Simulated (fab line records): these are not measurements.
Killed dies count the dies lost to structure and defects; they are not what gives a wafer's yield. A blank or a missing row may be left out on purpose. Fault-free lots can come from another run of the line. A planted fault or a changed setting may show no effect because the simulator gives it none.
Split-lot study | flow n5 finfet | 21 wafers read across 7 lots, on a route 1938 steps long

## ABOUT THE SPLIT
At N5_BEOL_M8_DESCUM_16 (chemistry O2, time 7.9 s), the setting time s was moved away from the recipe's 7.9 s on 7 of the 21 wafers read, by -21.7% to +19.8%. For the rest of the wafers, this setting stayed at what the recipe calls for.

There is no step in the file separating the split from the reading.

## THE READING
CAR-ArF_of_BEOL_M8_COAT_05.thk nm (the simulator's own value, which no gauge read), in nm, at N5_BEOL_M8_ETCH_61 (etches SiARC in CF4, target depth 45.5 nm, time 75.8 s). There is no usual value for it anywhere in the file. Here, 14 wafers ran the recipe; their average is 50.8 nm with a standard deviation of 0.2 nm.

wafer  | tool, chamber at the split | time s as run, s | against the recipe | CAR-ArF_of_BEOL_M8_COAT_05.thk nm, nm | against lot-mates on the recipe
L074.1 | rie diel-01, 1             | 6.182            | -21.7%             | 52.2                                  | +1.4
L074.3 | rie diel-01, 0             | 7.9              | recipe             | 50.8                                  | -
L074.4 | rie diel-01, 3             | 7.9              | recipe             | 50.8                                  | -
L075.3 | rie diel-01, 0,1           | 7.9              | recipe             | 50.8                                  | -
L075.4 | rie diel-01, 0,1           | 7.9              | recipe             | 51                                    | -
L075.5 | rie diel-01, 2             | 7.9              | recipe             | 50.6                                  | -
L085.1 | rie diel-01, 0,1           | 7.9              | recipe             | 50.6                                  | -
L085.2 | rie diel-01, 0,1           | 7.9              | recipe             | 50.8                                  | -
L085.6 | rie diel-01, 1             | 7.9              | recipe             | 51.2                                  | -
L092.2 | rie diel-01, 2             | 8.531            | +8.0%              | 51                                    | -0.2
L092.3 | rie diel-01, 0             | 7.9              | recipe             | 51.2                                  | -
L092.4 | rie diel-01, 1             | 8.531            | +8.0%              | 50.8                                  | -0.4
L091.4 | rie diel-02, 2,3           | 6.739            | -14.7%             | 51.2                                  | +0.6
L091.5 | rie diel-02, 0             | 7.9              | recipe             | 50.6                                  | -
L091.6 | rie diel-02, 2,3           | 6.739            | -14.7%             | 51.4                                  | +0.8
L093.1 | rie diel-01, 0             | 9.467            | +19.8%             | 50                                    | -1.0
L093.3 | rie diel-01, 3             | 9.467            | +19.8%             | 49.8                                  | -1.2
L093.5 | rie diel-01, 3             | 7.9              | recipe             | 51                                    | -
L095.2 | rie diel-06, 0,2,1         | 7.9              | recipe             | 50.6                                  | -
L095.5 | rie diel-06, 0,2,1         | 7.9              | recipe             | 51                                    | -
L095.6 | rie diel-06, 0,2,1         | 7.9              | recipe             | 50.8                                  | -
The file does not say which wafer passed through which chamber wherever a row lists several chambers: such a row stands for several wafers.

THE FIT
A straight line over all 21 wafers: CAR-ArF_of_BEOL_M8_COAT_05.thk nm changes by -0.0437 nm for each +1% of time s; r = -0.86; the points scatter about the line by 0.25 nm.
The same after taking each lot's own level away (the mean of its wafers on the recipe; 21 wafers): -0.0547 nm for each +1%; r = -0.96; scatter 0.16 nm.
The reading moves by 1.2 nm for the largest change in time s, on that fit.
The span of the lots' own levels, 50.60 to 51.20 nm, comes to 3.0 times the standard deviation stated above.
Hence the slope depends on the lot-to-lot level, as the two fits are not the same.
Check: with one of the wafers moved furthest among these (-21.7%) left out of the fit, the line predicts +1.11 nm for it against its lot-mates. It came out at +1.4 nm against them.

## THE OTHER SPLITS THESE WAFERS WENT THROUGH
Note: prior to the reading, these wafers also went through further splits. Each is held against what the fit with the lots' levels taken away leaves over:
other split on the same wafers | wafers away from the commonest value | r with CAR-ArF_of_BEOL_M8_COAT_05.thk nm (lot level and that fit taken away)
N5_BEOL_M7_ILD_DEP_00 time s   | 9                                    | -0.35
N5_BEOL_M7_COAT_05 spin rpm    | 6                                    | +0.15

## THE WHOLE CHAIN: every reading that the file lists as answering this split, in the file's order
step                 | what it does                                           | reading                                                                            | change (the file's fit)                | r (the file's)
N5_BEOL_M8_DESCUM_16 | chemistry O2, time 7.9 s                               | CAR-ArF_of_BEOL_M8_COAT_05.thk nm (the simulator's own value, which no gauge read) | -0.0526 nm for each +1% of the setting | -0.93
N5_BEOL_M8_ETCH_61   | etches SiARC in CF4, target depth 45.5 nm, time 75.8 s | CAR-ArF_of_BEOL_M8_COAT_05.thk nm (the simulator's own value, which no gauge read) | -0.0567 nm for each +1% of the setting | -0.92

## THE FILE'S OWN FIT
CAR-ArF_of_BEOL_M8_COAT_05.thk nm changes by -0.0567 nm for each +1% of time s, r = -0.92.
